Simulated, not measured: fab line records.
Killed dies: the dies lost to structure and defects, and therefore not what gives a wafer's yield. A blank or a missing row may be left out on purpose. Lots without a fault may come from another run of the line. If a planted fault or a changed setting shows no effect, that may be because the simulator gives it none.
3 desks looking at one fault    flow n5 finfet    numbers are kept per desk, each desk with only its own; the story behind them comes last

## THE METROLOGY DESK
What the gauges read, lot by lot, whatever tool the lot ran on: means of the sampled wafers that have a number. Marked OUT: a lot whose mean sits more than 4 standard deviations from the usual mean, which makes it out of limits; the brackets give that distance.
Columns: A = TV_OVL at N5_PASSIVATION_OVL_MEAS_60, usual -2 nm
lot   first seen here  A
L282  day 12 13:04     -8
L284  day 12 15:46     1
L283  day 12 16:52     1
L291  day 14 14:40     -8
L290  day 15 01:07     -3
L300  day 16 15:30     -2
L302  day 17 10:02     -1
L304  day 17 15:04     0
L303  day 17 18:52     0
L298  day 18 10:22     -7
Result from this desk: across the 10 lots, nothing is out of limits.

## THE DEFECT DESK
What the inspections along the route counted, lot by lot: means of the sampled wafers that have a number. Marked OUT: a lot whose mean sits more than 4 standard deviations from the usual mean, which makes it out of limits; the brackets give that distance.
Columns: A = raw defect count at N5_PASSIVATION_INSPECT_61, usual 2.0
lot   first seen here  A
L282  day 12 13:05     1.7
L284  day 12 15:47     1.7
L283  day 12 16:53     2.0
L291  day 14 14:41     2.7
L290  day 15 01:08     2.3
L300  day 16 15:32     1.0
L302  day 17 10:03     1.3
L304  day 17 15:05     2.3
L303  day 17 18:53     1.7
L298  day 18 10:23     2.0
Result from this desk: across the 10 lots, nothing is out of limits.

## DESK OF THE TOOL OWNER: pecvd-04
The tool's own readings at N5_PASSIVATION_PECVD_55 (deposits SiO2 from SiH4/N2O, target thk 400 nm, time 22.5 s): means of the sampled wafers that have a number, for each lot that ran on this tool. Marked OUT: a lot whose mean sits more than 4 standard deviations from the usual mean, which makes it out of limits; the brackets give that distance.
Columns: A = heater power w at N5_PASSIVATION_PECVD_55, usual 683 W; B = showerhead plenum p Torr at N5_PASSIVATION_PECVD_55, usual 8.16 Torr; C = throttle valve pct at N5_PASSIVATION_PECVD_55, usual 51.6 %
lot   first seen here  A    B     C
L282  day 12 12:37     700  8.13  51.3
L283  day 12 16:07     656  8.13  51.5
L291  day 14 13:57     654  8.10  51.2
L290  day 14 22:31     654  8.10  51.4
Result from this desk: across the 4 lots, nothing is out of limits.

## TAKEN TOGETHER
From the metrology desk's view, nothing was out of limits.
The defect desk saw nothing out of limits.
Nothing out of limits was seen by the tool owner's desk.

## WHAT HAD BEEN PUT IN BY THE SIMULATOR
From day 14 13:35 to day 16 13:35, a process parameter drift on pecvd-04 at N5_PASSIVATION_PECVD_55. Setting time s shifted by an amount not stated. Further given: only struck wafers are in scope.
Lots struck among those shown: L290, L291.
